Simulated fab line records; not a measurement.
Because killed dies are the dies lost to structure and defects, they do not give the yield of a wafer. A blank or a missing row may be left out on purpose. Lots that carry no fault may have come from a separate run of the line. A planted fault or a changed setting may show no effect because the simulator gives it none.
Which tool was responsible?    flow nand_harc    14 lots with 42 wafers sampled at 5 steps, on a route of 1159 steps

WHAT THE GAUGES SHOWED, per wafer
NHARC_A_ONON_D1_THK_MEAS_14: measures by ellipsometry.
lot   measured      on             thk_nm (nm)
L205  day 7 22:03   film_metro-02  1014 1014 1012
L208  day 8 16:35   film_metro-01  993 994 995
L209  day 9 04:20   film_metro-01  1011 1013 1011
L210  day 9 04:19   film_metro-02  1003 1003 1004
L212  day 9 13:12   film_metro-01  1002 1003 1004
L213  day 10 00:28  film_metro-01  1004 1004 1003
L214  day 10 00:27  film_metro-02  1004 1003 1003
L215  day 10 17:04  film_metro-01  1004 1002 1002
L216  day 10 17:07  film_metro-02  993 994 993
L218  day 11 05:40  film_metro-01  1000 1000 1000
L223  day 12 12:37  film_metro-01  1004 1003 1003
L224  day 12 12:37  film_metro-01  419 419 419
L226  day 12 21:05  film_metro-02  430 429 430
L225  day 12 21:06  film_metro-01  980 980 980

NHARC_END_SORT_01.
lot   measured      on         killed_at_array  killed_at_other  killed_at_periphery  killed_dies  killed_open  killed_short
L208  day 20 12:49  prober-01  31 19            0 0              3 0                  34 19        7 4          5 2
L212  day 21 04:43  prober-01  11 12 12         2 0 1            2 8 6                15 20 19     5 4 3        0 4 1
L224  day 23 22:16  prober-01  670 675 669      1 0 2            6 2 6                677 677 677  5 3 7        1 1 1
L226  day 24 07:40  prober-02  674 674 675      0 0 0            3 3 2                677 677 677  3 6 1        2 3 0

EACH LOT AND THE TOOL THAT RAN IT (in order: tool; ch and the chambers of the sampled wafers; start)
lot   NHARC_P_BONDPAD_ACTIVATE_29         NHARC_A_ONON_D1_DEP_12            NHARC_A_CHANNEL_HOLE_D1_DEP_01
L205  rie_diel-03 ch 0,1,2, day 6 19:43   pecvd_onon-04 ch 0, day 7 21:36   pecvd-03 ch 1,2, day 8 12:59
L208  rie_diel-03 ch 0,1,3, day 7 13:56   pecvd_onon-02 ch 0, day 8 16:11   pecvd-03 ch 0,1,2, day 9 06:31
L209  rie_diel-03 ch 0,1,3, day 7 21:56   pecvd_onon-04 ch 0, day 9 03:49   pecvd-03 ch 1,2, day 9 16:49
L210  rie_diel-03 ch 0,1,3, day 8 00:55   pecvd_onon-02 ch 0, day 9 03:52   pecvd-03 ch 0,1,2, day 9 16:38
L212  rie_diel-03 ch 2,3, day 8 11:10     pecvd_onon-04 ch 0, day 9 12:45   pecvd-03 ch 0,1,2, day 10 01:52
L213  rie_diel-03 ch 0,2,3, day 8 22:07   pecvd_onon-01 ch 0, day 10 00:00  pecvd-04 ch 0,2, day 10 12:30
L214  rie_diel-13 ch 1,2,3, day 8 23:06   pecvd_onon-04 ch 0, day 9 23:56   pecvd-04 ch 0,1,2, day 10 12:20
L215  rie_diel-13 ch 1,2,3, day 9 12:01   pecvd_onon-01 ch 0, day 10 16:34  pecvd-03 ch 0,1,2, day 11 07:47
L216  rie_diel-03 ch 0,3, day 9 14:29     pecvd_onon-04 ch 0, day 10 16:36  pecvd-04 ch 0,2, day 11 08:04
L218  rie_diel-13 ch 0,1,2, day 9 22:29   pecvd_onon-02 ch 0, day 11 05:08  pecvd-03 ch 0,2, day 11 19:34
L223  rie_diel-03 ch 1,2,3, day 11 10:46  pecvd_onon-01 ch 0, day 12 12:10  pecvd-01 ch 0,2, day 13 01:28
L224  rie_diel-03 ch 0,1,3, day 11 11:13  pecvd_onon-04 ch 0, day 12 12:07  -
L226  rie_diel-03 ch 0,2,3, day 11 19:16  pecvd_onon-04 ch 0, day 12 20:41  -
L225  rie_diel-03 ch 1,2, day 11 19:33    pecvd_onon-02 ch 0, day 12 20:39  pecvd-01 ch 0,2, day 13 16:43
- NHARC_P_BONDPAD_ACTIVATE_29: chemistry N2, time 60 s.
- NHARC_A_ONON_D1_DEP_12: target thk 1000 nm.
- NHARC_A_CHANNEL_HOLE_D1_DEP_01: deposits SiON, target thk 140 nm.

AS READ BY THE TOOLS THEMSELVES (means over the sampled wafers that have a number; for cases with no such wafer, the mark the record gives instead)
NHARC_P_BONDPAD_ACTIVATE_29.
lot   tool         drypump_motor_current_A (A)  oes_product_au (a.u.)  rf_vpp_V (V)  showerhead_plenum_p_Torr (Torr)
L205  rie_diel-03  5.3                          0.998                  64.3          1.78
L208  rie_diel-03  5.3                          0.996                  64.1          1.80
L209  rie_diel-03  5.3                          1.001                  64.0          1.80
L210  rie_diel-03  5.3                          1.001                  63.9          1.80
L212  rie_diel-03  4.9                          0.986                  64.3          1.87
L213  rie_diel-03  5.1                          1.002                  64.3          1.83
L214  rie_diel-13  5.4                          1.014                  63.9          1.78
L215  rie_diel-13  5.4                          1.000                  64.4          1.78
L216  rie_diel-03  5.3                          0.996                  64.9          1.80
L218  rie_diel-13  5.8                          1.003                  64.0          1.84
L223  rie_diel-03  5.1                          0.994                  63.2          1.83
L224  rie_diel-03  5.3                          1.003                  64.4          1.80
L226  rie_diel-03  5.1                          0.999                  64.8          1.83
L225  rie_diel-03  5.1                          0.981                  64.7          1.82

NHARC_A_CHANNEL_HOLE_D1_DEP_01.
lot   tool      chamber_pressure_Torr (Torr)  heater_power_w (W)
L205  pecvd-03  3.508                         739
L208  pecvd-03  3.498                         790
L209  pecvd-03  3.489                         711
L210  pecvd-03  3.497                         745
L212  pecvd-03  3.499                         790
L213  pecvd-04  3.499                         834
L214  pecvd-04  3.496                         842
L215  pecvd-03  3.497                         800
L216  pecvd-04  3.511                         831
L218  pecvd-03  3.499                         730
L223  pecvd-01  3.500                         832
L225  pecvd-01  3.504                         740

THE ANSWER, worked out from the rows above alone
Rule: what is usual is taken from the lots themselves. The widest of any qualifying gaps counts: lots, ordered by their means at a reading, are off when they make up no more than a third of the lots, leave a main group of 4 or more, and stand apart from it by 3 or more times the standard deviation of that group's means. The tables above print the reading to a certain number of digits; a main group whose means all agree to those digits is not used. A lot without any number at a reading at which 4 lots or more have one is off too. The other lots that the step has rows for count as sound. After the gauges, taken in route order, come the tools' own readings; for these a lot's mean is taken, as printed above. The first step at which some lot is off is used, and at that step the reading that is off furthest; a lot without a number counts as furthest.
Off: L224, L226 (NHARC_A_ONON_D1_THK_MEAS_14, thk_nm). The main group: mean 1001 nm, standard deviation 8.4.
A tool fits if, at a process step before that reading, it ran every lot that is off, and no sound lot after the first of them. Those tools and the gauges at NHARC_A_ONON_D1_THK_MEAS_14 are tried in the same way. One fits: NHARC_A_ONON_D1_DEP_12 on pecvd_onon-04. Its last sound lot is L216 (day 10 16:36), its first lot that is off L224 (day 12 12:07): a fault that began between those two fits.

WHAT WAS PUT IN BY THE SIMULATOR
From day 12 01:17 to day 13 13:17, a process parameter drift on pecvd_onon-04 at NHARC_A_ONON_D1_DEP_12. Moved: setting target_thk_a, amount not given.
Lots struck among those shown: L224, L226. Same finding as the rule above.
